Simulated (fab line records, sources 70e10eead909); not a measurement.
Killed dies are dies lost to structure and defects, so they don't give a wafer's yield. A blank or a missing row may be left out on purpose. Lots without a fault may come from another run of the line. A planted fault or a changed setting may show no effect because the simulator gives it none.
Chamber matching | flow nand_harc | NHARC_P_M1_DESCUM_14 on rie_diel-01: 4 sister chambers
The step chemistry O2, time 3 s. 4 wafers are shown with their chamber, then 10 later ones without.

WAFERS WITH THEIR CHAMBER
wafer  | chamber | drypump_motor_current_A (A)
L085.1 | 2       | 5.3
L085.6 | 0       | 6.3
L092.1 | 3       | 6.7
L092.4 | 1       | 5.5

WAFERS WITHOUT THEIR CHAMBER
wafer  | drypump_motor_current_A (A)
L092.6 | 6.3
L091.1 | 6.3
L091.3 | 6.7
L091.6 | 5.5
L091.2 | 5.3
L091.4 | 5.4
L091.5 | 6.3
L095.2 | 5.5
L095.3 | 6.3
L095.5 | 5.5

WHICH CHAMBER EACH WENT THROUGH
wafer  | from the rows above     | in truth
L092.6 | 0                       | 0
L091.1 | 0                       | 0
L091.3 | 3                       | 3
L091.6 | 1                       | 1
L091.2 | 2                       | 2
L091.4 | can't be placed: 1 or 2 | 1
L091.5 | 0                       | 0
L095.2 | 1                       | 1
L095.3 | 0                       | 0
L095.5 | 1                       | 1
Placed correctly: 9 of 10. Can't be placed from these rows: 1 (the true chamber is among the candidates in 1). Placed wrongly: 0.
How it was worked out, from the rows above alone: a wafer's distance from a chamber is the root of the sum, over the readings, of the square of ((its reading less the chamber's mean) divided by the reading's scatter). The wafer belongs to the nearest chamber; if the next one is less than 2 further off, it can't be placed. A chamber's mean is the mean of its shown wafers. The scatter: with one shown wafer a chamber, the root of the mean of the squares of how far each hidden wafer lies from its nearest shown one.
